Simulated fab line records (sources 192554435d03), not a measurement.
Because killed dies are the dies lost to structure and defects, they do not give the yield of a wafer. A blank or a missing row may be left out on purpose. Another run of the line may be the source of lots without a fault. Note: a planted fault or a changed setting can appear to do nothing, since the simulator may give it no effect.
fab line records	flow n5_finfet
record lots=7	wafers=21
route steps=1938 shown BEOL_M5@1120 BEOL_M6@1233 BEOL_M7@1293 BEOL_M8@1343 BEOL_M11@1541
start_h: start of the lot's first displayed wafer, in hours after the record's first day	wait_h: hours from the lot's prior step to this one	" same as the row above	L1.1+2: a row that stands for several wafers	- no value, or no start given	* or withheld: withheld	< > ~ a bound
route shown NAME@n: NAME is a module with steps in the file, n the number in the route of the first one	usual: the fault-free wafers' mean and standard deviation	same: alike in all rows	chamber/n: place in a boat	sites: per-site readings	_std_site: how widely they spread, as a standard deviation	_edge_site: the outer-site mean with the inner-site mean subtracted	radius_mm: for every site, how far away it sits from the centre of the wafer	mask NAME#n: copy n	behind: the most recent tool/chamber to have shaped the wafer	hold: why the lot went on hold/how many hours it stayed there/how the hold came to an end	device: names the non-switching transistor (n, p or np)	end of line: tests of these same wafers at the route's end	a step given without rows: its recipe and nothing more	killed: the dies lost at the first sort to structure and to defects; this is not the yield of the wafer	map: per-die view of a wafer (x killed, . not killed, _ where there is no die)
set.NAME: the setting the step ran with; set.NAME@STEP: the setting that earlier step ran with	model.NAME: the simulator's own value behind a step, which no gauge read
one table per step and one row per wafer, for lots whose settings were changed on purpose
## steps
# step N5_BEOL_M5_COAT_05
# recipe resist=CAR-EUV	spin_rpm=1500	resist_thk_nm=30
lot.wafer	tool	chamber	start_h	wait_h	set.spin_rpm	model.CAR-EUV_of_BEOL_M5_COAT_05.thk_nm
L074.1+3	litho_track-02	0	-	-	1500	30.2
L074.5	"	0	"	"	1424	30.8
L078.2+3+6	litho_track-02	0	-	-	1500	30
L086.2+4+6	litho_track-04	0	-	-	1500	30
L088.3+6	litho_track-02	0	-	-	1500	30.2
L088.5	"	0	"	"	1598	29.2
L090.2	litho_track-05	0	-	-	1569	29.4
L090.4	"	0	"	"	1500	30
L090.6	"	0	"	"	1500	29.8
L091.2	litho_track-05	0	-	-	1420	31
L091.4+6	"	0	"	"	1500	30
L095.1	litho_track-02	0	-	-	1428	31
L095.3	"	0	"	"	1500	30.2
L095.5	"	0	"	"	1428	30.8
# step N5_BEOL_M5_EBR_07
# recipe solvent=PGMEA	ebr_width_mm=1.5
# step N5_BEOL_M5_SOFTBAKE_06
# recipe temp_c=110	time_s=60	resist=CAR-EUV
# step N5_BEOL_M5_EXPOSE_08
# recipe mask_id=M5	na=0.33	source_shape=annular	sigma_inner=0.4	sigma_outer=0.8	polarization=unpolarized	target_cd_nm=28	dose_mj=35.75
# step N5_BEOL_M5_PEB_09
# recipe peb_temp_c=100	peb_time_s=60	resist=CAR-EUV
# step N5_BEOL_M5_DEVELOP_10
# recipe develop_time_s=30	developer=TMAH	resist=CAR-EUV	rinse_liquid=surfactant_rinse	dry=air_spin	dev_temp_c=23
lot.wafer	tool	chamber	start_h	wait_h	set.spin_rpm@BEOL_M5_COAT_05	model.CAR-EUV_of_BEOL_M5_COAT_05.thk_nm
L074.1+3	litho_track-05	0	-	-	1500	29.6
L074.5	"	0	"	"	1424	30.4
L078.2	litho_track-02	0	-	-	1500	29.4
L078.3+6	"	0	"	"	1500	29.6
L086.2+4+6	litho_track-04	0	-	-	1500	29.6
L088.3	litho_track-05	0	-	-	1500	29.8
L088.5	"	0	"	"	1598	28.8
L088.6	"	0	"	"	1500	29.6
L090.2	litho_track-05	0	-	-	1569	29
L090.4	"	0	"	"	1500	29.6
L090.6	"	0	"	"	1500	29.4
L091.2	litho_track-02	0	-	-	1420	30.4
L091.4+6	"	0	"	"	1500	29.6
L095.1+5	litho_track-02	0	-	-	1428	30.4
L095.3	"	0	"	"	1500	29.6
# step N5_BEOL_M5_ETCH_72
# recipe chemistry=N2/H2	target=underlayer	target_depth_a=65	mask_material=CAR-EUV	time_s=5.2	ion_energy_ev=200	pressure_mtorr=30	source_w=840	bias_w=150	n2_flow_sccm=200	h2_flow_sccm=200	ends=cleared
# usual rf_vpp_V=523.8/2.9
lot.wafer	tool	chamber	start_h	wait_h	set.source_w	rf_vpp_V
L074.1	rie_diel-04	0	182.99	0.0	731.8	549.0
L074.3	"	1	"	"	731.8	546.7
L074.5	"	0	"	"	840	524.9
L078.2	rie_diel-04	1	204.65	0.0	840	522.0
L078.3	"	0	"	"	840	525.0
L078.6	"	1	"	"	840	522.4
L086.2	rie_diel-03	0	258.81	0.0	840	527.4
L086.4	"	3	"	"	840	521.5
L086.6	"	3	"	"	886.1	512.1
L088.3	rie_diel-01	3	268.31	0.0	840	518.5
L088.5	"	0	"	"	840	523.9
L088.6	"	1	"	"	840	517.4
L090.2	rie_diel-01	3	277.38	0.0	840	522.8
L090.4	"	1	"	"	840	517.5
L090.6	"	2	"	"	840	526.3
L091.2	rie_diel-01	3	286.90	0.0	840	518.6
L091.4	"	0	"	"	767.8	539.7
L091.6	"	2	"	"	840	525.2
L095.1	rie_diel-03	1	312.38	0.0	840	523.6
L095.3	"	0	"	"	840	526.9
L095.5	"	1	"	"	840	523.0
# step N5_BEOL_M5_ETCH_41
# recipe chemistry=CH3F/O2	target=SiCN	target_depth_a=315	taper_deg=2	time_s=56.7	ion_energy_ev=120	mask_material=TiN	pressure_mtorr=30	source_w=395	bias_w=75	Ar_flow_sccm=150	CH3F_flow_sccm=30	O2_flow_sccm=20
# usual rf_vpp_V=297.3/1.7
lot.wafer	tool	chamber	start_h	wait_h	set.source_w	rf_vpp_V
L074.1	rie_diel-04	3	-	-	465.8	281.8
L074.3	"	2	"	"	465.8	280.2
L074.5	"	2	"	"	395	296.0
L078.2	rie_diel-01	1	-	-	395	294.3
L078.3	"	0	"	"	395	297.5
L078.6	"	0	"	"	395	299.4
L086.2	rie_diel-03	0	-	-	395	299.9
L086.4	"	3	"	"	395	297.5
L086.6	"	2	"	"	395	299.4
L088.3	rie_diel-03	1	-	-	357.1	306.0
L088.5	"	2	"	"	357.1	310.1
L088.6	"	3	"	"	395	296.7
L090.2	rie_diel-03	2	-	-	395	298.8
L090.4	"	1	"	"	464.4	282.8
L090.6	"	1	"	"	464.4	281.7
L091.2	rie_diel-01	0	-	-	395	298.9
L091.4	"	1	"	"	395	296.5
L091.6	"	3	"	"	395	295.6
L095.1	rie_diel-01	0	-	-	395	297.9
L095.3	"	1	"	"	395	295.6
L095.5	"	2	"	"	395	299.0
# step N5_BEOL_M6_ETCH_66
# recipe chemistry=N2/H2	target=SOC	target_depth_a=800	overetch_a=160	mask_material=SiARC	temp_c=40	time_s=120	ion_energy_ev=200	pressure_mtorr=30	source_w=840	bias_w=150	n2_flow_sccm=200	h2_flow_sccm=200
# usual rf_vpp_V=524.0/2.3
lot.wafer	tool	chamber	start_h	wait_h	set.bias_w	rf_vpp_V	model.SiARC_of_BEOL_M6_COAT_64.thk_nm
L074.1	rie_diel-02	0	199.88	0.0	150	524.2	6.4
L074.3	"	2	"	"	150	526.8	6.6
L074.5	"	2	"	"	150	526.6	6.6
L078.2	rie_diel-05	2	218.67	0.0	150	527.2	6.6
L078.3	"	0	"	"	150	521.0	6.6
L078.6	"	3	"	"	150	521.7	6.6
L086.2	rie_diel-02	0	275.80	0.0	150	524.6	6.2
L086.4	"	3	"	"	150	523.3	6.6
L086.6	"	1	"	"	150	523.2	6.4
L088.3	rie_diel-05	2	281.94	0.0	127.2	475.1	7.8
L088.5	"	2	"	"	150	527.9	6.6
L088.6	"	1	"	"	127.2	470.9	7.4
L090.2	rie_diel-02	1	292.50	0.0	150	522.6	6.4
L090.4	"	0	"	"	163.9	554.3	5.6
L090.6	"	1	"	"	150	522.6	6.4
L091.2	rie_diel-06	0	300.15	0.0	140.2	500.7	6.8
L091.4	"	1	"	"	150	524.8	6.6
L091.6	"	0	"	"	140.2	499.7	6.8
L095.1	rie_diel-02	3	326.38	0.0	150	522.7	6
L095.3	"	0	"	"	150	524.3	6.2
L095.5	"	1	"	"	150	523.0	6.4
# step N5_BEOL_M7_EXPOSE_25
# recipe mask_id=V6	na=0.33	source_shape=annular	sigma_inner=0.4	sigma_outer=0.8	polarization=unpolarized	target_cd_nm=40	dose_mj=42.5
lot.wafer	tool	chamber	start_h	wait_h	mask	set.dose_mj
L074.1+5	euv_scanner-01	0	208.87	-	V6#0	40.12
L074.3	"	0	"	"	V6#0	42.5
L078.2+3+6	euv_scanner-02	0	228.50	-	V6#0	42.5
L086.2	euv_scanner-02	0	285.30	-	V6#0	43.7
L086.4+6	"	0	"	"	V6#0	42.5
L088.3	euv_scanner-01	0	292.23	-	V6#0	42.5
L088.5+6	"	0	"	"	V6#0	41.55
L090.2+4	euv_scanner-02	0	299.39	-	V6#0	43.54
L090.6	"	0	"	"	V6#0	42.5
L091.2	euv_scanner-01	0	308.11	-	V6#0	42.5
L091.4+6	"	0	"	"	V6#0	43.37
L095.1+3+5	euv_scanner-01	0	333.27	-	V6#0	42.5
# step N5_BEOL_M7_PEB_26
# recipe peb_temp_c=100	peb_time_s=60	resist=CAR-EUV
# step N5_BEOL_M7_DEVELOP_27
# recipe develop_time_s=30	developer=TMAH	resist=CAR-EUV	rinse_liquid=surfactant_rinse	dry=air_spin	dev_temp_c=23
# step N5_BEOL_M7_CD_MEAS_28
# recipe target_cd_nm=40	landing_energy_ev=500	detector=se_inlens
# usual cd_nm=40.11/0.27
lot.wafer	tool	chamber	start_h	wait_h	set.dose_mj@BEOL_M7_EXPOSE_25	cd_nm
L074.1	cd_sem-01	0	209.00	-	40.12	38.59
L074.3	"	0	"	"	42.5	40.04
L074.5	"	0	"	"	40.12	38.93
L078.2	cd_sem-02	0	228.63	-	42.5	40.36
L078.3	"	0	"	"	42.5	39.95
L078.6	"	0	"	"	42.5	40.21
L086.2	cd_sem-01	0	285.43	-	43.7	41.18
L086.4	"	0	"	"	42.5	40.36
L086.6	"	0	"	"	42.5	40.42
L088.3	cd_sem-03	0	292.35	-	42.5	39.98
L088.5	"	0	"	"	41.55	39.75
L088.6	"	0	"	"	41.55	39.64
L090.2	cd_sem-03	0	299.52	-	43.54	40.74
L090.4	"	0	"	"	43.54	40.71
L090.6	"	0	"	"	42.5	39.38
L091.2	cd_sem-02	0	308.24	-	42.5	39.98
L091.4	"	0	"	"	43.37	40.22
L091.6	"	0	"	"	43.37	40.57
L095.1	cd_sem-03	0	333.40	-	42.5	40.21
L095.3	"	0	"	"	42.5	40.18
L095.5	"	0	"	"	42.5	39.62
# step N5_BEOL_M7_DESCUM_33
# recipe chemistry=O2	time_s=7	source_power_w=50	bias_power_w=20	pressure_mtorr=20	rf_frequency_hz=2.712e+07	temp_c=40	resist=CAR-EUV	o2_flow_sccm=225
lot.wafer	tool	chamber	start_h	wait_h	set.time_s	set.dose_mj@BEOL_M7_EXPOSE_25	model.CAR-EUV_of_BEOL_M7_COAT_22.thk_nm	model.BEOL_M7.cd_nm
L074.1	rie_diel-04	1	209.13	0.0	7	40.12	26.2	38.8
L074.3	"	3	"	"	7	42.5	26.2	40.2
L074.5	"	2	"	"	7	40.12	26.2	39.2
L078.2	rie_diel-04	0	228.83	0.1	7	42.5	26	40
L078.3	"	1	"	"	7	42.5	25.8	40.4
L078.6	"	0	"	"	7	42.5	26	40.4
L086.2	rie_diel-01	2	285.55	0.0	6.027	43.7	26.4	40.8
L086.4	"	3	"	"	7	42.5	26	40.4
L086.6	"	1	"	"	6.027	42.5	26.4	40.4
L088.3	rie_diel-01	3	292.47	0.0	6.531	42.5	26.4	40
L088.5	"	3	"	"	6.531	41.55	26.4	39.6
L088.6	"	2	"	"	6.531	41.55	26.2	39.4
L090.2+4	rie_diel-01	0,1	299.64	0.0	7	43.54	26.2	40.8
L090.6	"	1	"	"	7	42.5	26.2	40.2
L091.2	rie_diel-01	3	308.50	0.2	7	42.5	26.2	40.2
L091.4	"	0	"	"	7	43.37	26.2	40.2
L091.6	"	0	"	"	5.606	43.37	26.8	40.6
L095.1	rie_diel-03	3	333.52	0.0	7	42.5	26	40.2
L095.3	"	0	"	"	7	42.5	26.2	40
L095.5	"	2	"	"	5.661	42.5	26.8	40
# step N5_BEOL_M7_ETCH_72
# recipe chemistry=N2/H2	target=underlayer	target_depth_a=65	mask_material=CAR-EUV	time_s=5.2	ion_energy_ev=200	pressure_mtorr=30	source_w=840	bias_w=150	n2_flow_sccm=200	h2_flow_sccm=200	ends=cleared
lot.wafer	tool	chamber	start_h	wait_h	set.dose_mj@BEOL_M7_EXPOSE_25	model.BEOL_M7.cd_nm
L074.1	rie_diel-04	1	209.16	0.0	40.12	38.6
L074.3	"	3	"	"	42.5	40.2
L074.5	"	2	"	"	40.12	39
L078.2	rie_diel-04	0	228.87	0.0	42.5	40
L078.3+6	"	1,0	"	"	42.5	40.2
L086.2	rie_diel-01	2	285.58	0.0	43.7	40.8
L086.4+6	"	3,1	"	"	42.5	40.4
L088.3	rie_diel-01	3	292.51	0.0	42.5	40.2
L088.5	"	3	"	"	41.55	39.6
L088.6	"	2	"	"	41.55	39.4
L090.2+4	rie_diel-01	0,1	299.68	0.0	43.54	40.8
L090.6	"	1	"	"	42.5	40
L091.2	rie_diel-01	3	308.54	0.0	42.5	40.2
L091.4	"	0	"	"	43.37	40.2
L091.6	"	0	"	"	43.37	40.6
L095.1	rie_diel-03	3	333.56	0.0	42.5	40.2
L095.3+5	"	0,2	"	"	42.5	40
# step N5_BEOL_M7_ETCH_65
# recipe chemistry=CF4	target=SiARC	target_depth_a=156	mask_material=CAR-EUV	time_s=26	ion_energy_ev=80	pressure_mtorr=40	source_w=545	bias_w=36	Ar_flow_sccm=100	cf4_flow_sccm=100	ends=cleared
lot.wafer	tool	chamber	start_h	wait_h	set.time_s@BEOL_M7_DESCUM_33	model.CAR-EUV_of_BEOL_M7_COAT_22.thk_nm
L074.1+3+5	rie_diel-04	1,3,2	209.18	0.0	7	11.2
L078.2+3+6	rie_diel-04	0,1,0	228.88	0.0	7	11
L086.2+6	rie_diel-01	2,1	285.60	0.0	6.027	11.6
L086.4	"	3	"	"	7	11.2
L088.3+5	rie_diel-01	3	292.53	0.0	6.531	11.4
L088.6	"	2	"	"	6.531	11.2
L090.2+4+6	rie_diel-01	0,1,1	299.69	0.0	7	11.2
L091.2+4	rie_diel-01	3,0	308.55	0.0	7	11.2
L091.6	"	0	"	"	5.606	12
L095.1	rie_diel-03	3	333.57	0.0	7	11
L095.3	"	0	"	"	7	11.2
L095.5	"	2	"	"	5.661	11.8
# step N5_BEOL_M8_PEB_09
# recipe peb_temp_c=withheld	peb_time_s=60	resist=CAR-ArF
lot.wafer	tool	chamber	start_h	wait_h	set.peb_time_s
L074.1+3+5	litho_track-03	0	214.51	0.1	60
L078.2+3+6	litho_track-02	0	234.89	0.0	60
L086.2+6	litho_track-03	0	291.58	0.0	48.22
L086.4	"	0	"	"	60
L088.3	litho_track-05	0	298.89	0.0	60
L088.5+6	"	0	"	"	66.73
L090.2+4+6	litho_track-05	0	305.67	0.0	60
L091.2	litho_track-03	0	314.65	0.0	71.39
L091.4+6	"	0	"	"	60
L095.1	litho_track-03	0	338.88	0.1	68.29
L095.3+5	"	0	"	"	60
# step N5_BEOL_M8_DEVELOP_10
# recipe develop_time_s=30	developer=TMAH	resist=CAR-ArF	rinse_liquid=diw	dry=air_spin	dev_temp_c=23
lot.wafer	tool	chamber	start_h	wait_h	set.develop_time_s
L074.1+3+5	litho_track-03	0	-	-	30
L078.2+3+6	litho_track-02	0	-	-	30
L086.2+4+6	litho_track-03	0	-	-	30
L088.3+5	litho_track-05	0	-	-	30
L088.6	"	0	"	"	27.62
L090.2+4+6	litho_track-05	0	-	-	30
L091.2+6	litho_track-03	0	-	-	30
L091.4	"	0	"	"	36.6
L095.1+3+5	litho_track-03	0	-	-	30
# step N5_BEOL_M8_CD_MEAS_11
# recipe target_cd_nm=38.5	landing_energy_ev=500	detector=se_inlens	polarity=opening
# usual cd_nm=38.8/0.79
lot.wafer	tool	chamber	start_h	wait_h	set.peb_time_s@BEOL_M8_PEB_09	cd_nm
L074.1	cd_sem-02	0	214.58	-	60	39.6
L074.3	"	0	"	"	60	38.7
L074.5	"	0	"	"	60	38.2
L078.2	cd_sem-02	0	234.96	-	60	38.8
L078.3	"	0	"	"	60	38.5
L078.6	"	0	"	"	60	38.1
L086.2	cd_sem-02	0	291.64	-	48.22	33.9
L086.4	"	0	"	"	60	38.0
L086.6	"	0	"	"	48.22	32.6
L088.3	cd_sem-01	0	298.96	-	60	39.7
L088.5	"	0	"	"	66.73	42.2
L088.6	"	0	"	"	66.73	41.1
L090.2	cd_sem-02	0	305.74	-	60	40.4
L090.4	"	0	"	"	60	39.4
L090.6	"	0	"	"	60	39.1
L091.2	cd_sem-02	0	314.72	-	71.39	42.5
L091.4	"	0	"	"	60	40.4
L091.6	"	0	"	"	60	38.2
L095.1	cd_sem-01	0	338.95	-	68.29	41.5
L095.3	"	0	"	"	60	37.3
L095.5	"	0	"	"	60	39.1
# step N5_BEOL_M8_HM_OPEN_17
# recipe chemistry=Cl2/BCl3	target_depth_a=200	overetch_a=60	target=TiN	mask_material=SOC	ion_energy_ev=150	pressure_mtorr=10	icp_w=1000	bias_w=126	Cl2_flow_sccm=53.25	bcl3_flow_sccm=21.75	Ar_flow_sccm=25
# step N5_BEOL_M8_STRIP_19
# recipe chemistry=O2	power_w=400	temp_c=40	pressure_mtorr=30	rf_frequency_hz=6e+07	bias_power_w=0	overash_fraction=0.2	o2_flow_sccm=225
# step N5_BEOL_M8_CD_MEAS_18
# recipe pitch_nm=80	target_cd_nm=40
# usual cd_nm=40.3/0.88
lot.wafer	tool	chamber	start_h	wait_h	set.peb_time_s@BEOL_M8_PEB_09	cd_nm
L074.1	cd_sem-03	-	215.36	0.0	60	41.4
L074.3	"	-	"	"	60	40.1
L074.5	"	-	"	"	60	39.3
L078.2	cd_sem-03	-	235.51	0.1	60	40.7
L078.3	"	-	"	"	60	39.7
L078.6	"	-	"	"	60	39.1
L086.2	cd_sem-01	-	292.19	0.1	48.22	34.7
L086.4	"	-	"	"	60	39.9
L086.6	"	-	"	"	48.22	33.8
L088.3	cd_sem-01	-	299.52	0.1	60	41.6
L088.5	"	-	"	"	66.73	44.3
L088.6	"	-	"	"	66.73	42.7
L090.2	cd_sem-03	-	306.42	0.1	60	42.4
L090.4	"	-	"	"	60	40.7
L090.6	"	-	"	"	60	40.8
L091.2	cd_sem-03	-	316.35	0.1	71.39	44.0
L091.4	"	-	"	"	60	41.8
L091.6	"	-	"	"	60	40.1
L095.1	cd_sem-02	-	339.66	0.1	68.29	43.6
L095.3	"	-	"	"	60	38.7
L095.5	"	-	"	"	60	40.4
# step N5_BEOL_M8_COAT_63
# recipe resist=SOC	temp_c=250	time_s=60	spin_rpm=1500	resist_thk_nm=60
# step N5_BEOL_M8_COAT_64
# recipe resist=SiARC	temp_c=220	time_s=60	spin_rpm=1500	resist_thk_nm=12
# step N5_BEOL_M8_PRECLEAN_42
# recipe chemistry=residue_remover	time_s=60	temp_c=40
# step N5_BEOL_M8_SRD_43
# recipe time_s=30	temp_c=23	rinse_liquid=diw	dry=ipa_marangoni
# step N5_BEOL_M8_CD_MEAS_35
# recipe target_cd_nm=40	polarity=opening
# usual cd_nm=40.3/0.89
lot.wafer	tool	chamber	start_h	wait_h	set.peb_time_s@BEOL_M8_PEB_09	cd_nm
L074.1	cd_sem-03	-	219.71	0.0	60	41.2
L074.3	"	-	"	"	60	40.1
L074.5	"	-	"	"	60	39.2
L078.2	cd_sem-01	-	237.05	0.0	60	40.7
L078.3	"	-	"	"	60	40.0
L078.6	"	-	"	"	60	39.2
L086.2	cd_sem-01	-	294.04	0.0	48.22	34.9
L086.4	"	-	"	"	60	40.0
L086.6	"	-	"	"	48.22	34.0
L088.3	cd_sem-02	-	300.53	0.0	60	41.6
L088.5	"	-	"	"	66.73	44.4
L088.6	"	-	"	"	66.73	43.3
L090.2	cd_sem-02	-	308.74	0.0	60	42.2
L090.4	"	-	"	"	60	40.8
L090.6	"	-	"	"	60	41.1
L091.2	cd_sem-03	-	319.36	0.0	71.39	44.3
L091.4	"	-	"	"	60	41.8
L091.6	"	-	"	"	60	39.5
L095.1	cd_sem-03	-	344.41	0.0	68.29	43.5
L095.3	"	-	"	"	60	38.9
L095.5	"	-	"	"	60	39.9
# step N5_BEOL_M11_COAT_59
# recipe resist=SOC	temp_c=250	time_s=60	spin_rpm=1500	resist_thk_nm=100
lot.wafer	tool	chamber	start_h	wait_h	set.spin_rpm	model.SOC_of_BEOL_M11_COAT_59.thk_nm
L074.1+5	litho_track-03	0	243.71	0.1	1559	98.2
L074.3	"	0	"	"	1500	100
L078.2+3+6	litho_track-03	0	261.82	0.1	1500	99.8
L086.2	litho_track-03	0	313.36	0.1	1605	96.6
L086.4+6	"	0	"	"	1500	100.2
L088.3	litho_track-02	0	323.64	0.1	1583	96.6
L088.5	"	0	"	"	1583	97
L088.6	"	0	"	"	1583	96.8
L090.2+6	litho_track-01	0	330.89	0.1	1575	97.8
L090.4	"	0	"	"	1500	100
L091.2+6	litho_track-02	0	344.80	0.1	1500	100
L091.4	"	0	"	"	1407	103.4
L095.1+3	litho_track-02	0	367.02	0.1	1589	97
L095.5	"	0	"	"	1500	100
## key
split step=N5_BEOL_M5_COAT_05	setting=spin_rpm	stated=1500	by=wafer
response step=N5_BEOL_M5_COAT_05	reading=model.CAR-EUV_of_BEOL_M5_COAT_05.thk_nm	change=-0.146	per=1%	r=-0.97
response step=N5_BEOL_M5_DEVELOP_10	reading=model.CAR-EUV_of_BEOL_M5_COAT_05.thk_nm	change=-0.144	per=1%	r=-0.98
split step=N5_BEOL_M5_ETCH_72	setting=source_w	stated=840	by=wafer
response step=N5_BEOL_M5_ETCH_72	reading=rf_vpp_V	change=-1.91	per=1%	r=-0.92
split step=N5_BEOL_M5_ETCH_41	setting=source_w	stated=395	by=wafer
response step=N5_BEOL_M5_ETCH_41	reading=rf_vpp_V	change=-0.926	per=1%	r=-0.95
split step=N5_BEOL_M6_ETCH_66	setting=bias_w	stated=150	by=wafer
response step=N5_BEOL_M6_ETCH_66	reading=rf_vpp_V	change=+3.58	per=1%	r=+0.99
response step=N5_BEOL_M6_ETCH_66	reading=model.SiARC_of_BEOL_M6_COAT_64.thk_nm	change=-0.0665	per=1%	r=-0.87
split step=N5_BEOL_M7_EXPOSE_25	setting=dose_mj	stated=42.5	by=wafer
response step=N5_BEOL_M7_CD_MEAS_28	reading=cd_nm	change=+0.26	per=1%	r=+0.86
response step=N5_BEOL_M7_DESCUM_33	reading=model.BEOL_M7.cd_nm	change=+0.199	per=1%	r=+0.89
response step=N5_BEOL_M7_ETCH_72	reading=model.BEOL_M7.cd_nm	change=+0.237	per=1%	r=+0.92
split step=N5_BEOL_M7_DESCUM_33	setting=time_s	stated=7	by=wafer
response step=N5_BEOL_M7_DESCUM_33	reading=model.CAR-EUV_of_BEOL_M7_COAT_22.thk_nm	change=-0.0323	per=1%	r=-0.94
response step=N5_BEOL_M7_ETCH_65	reading=model.CAR-EUV_of_BEOL_M7_COAT_22.thk_nm	change=-0.0365	per=1%	r=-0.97
split step=N5_BEOL_M8_PEB_09	setting=peb_time_s	stated=60	by=wafer
response step=N5_BEOL_M8_CD_MEAS_11	reading=cd_nm	change=+0.207	per=1%	r=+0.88
response step=N5_BEOL_M8_CD_MEAS_18	reading=cd_nm	change=+0.234	per=1%	r=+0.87
response step=N5_BEOL_M8_CD_MEAS_35	reading=cd_nm	change=+0.244	per=1%	r=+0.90
split step=N5_BEOL_M8_DEVELOP_10	setting=develop_time_s	stated=30	by=wafer
response none clear
split step=N5_BEOL_M11_COAT_59	setting=spin_rpm	stated=1500	by=wafer
response step=N5_BEOL_M11_COAT_59	reading=model.SOC_of_BEOL_M11_COAT_59.thk_nm	change=-0.504	per=1%	r=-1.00
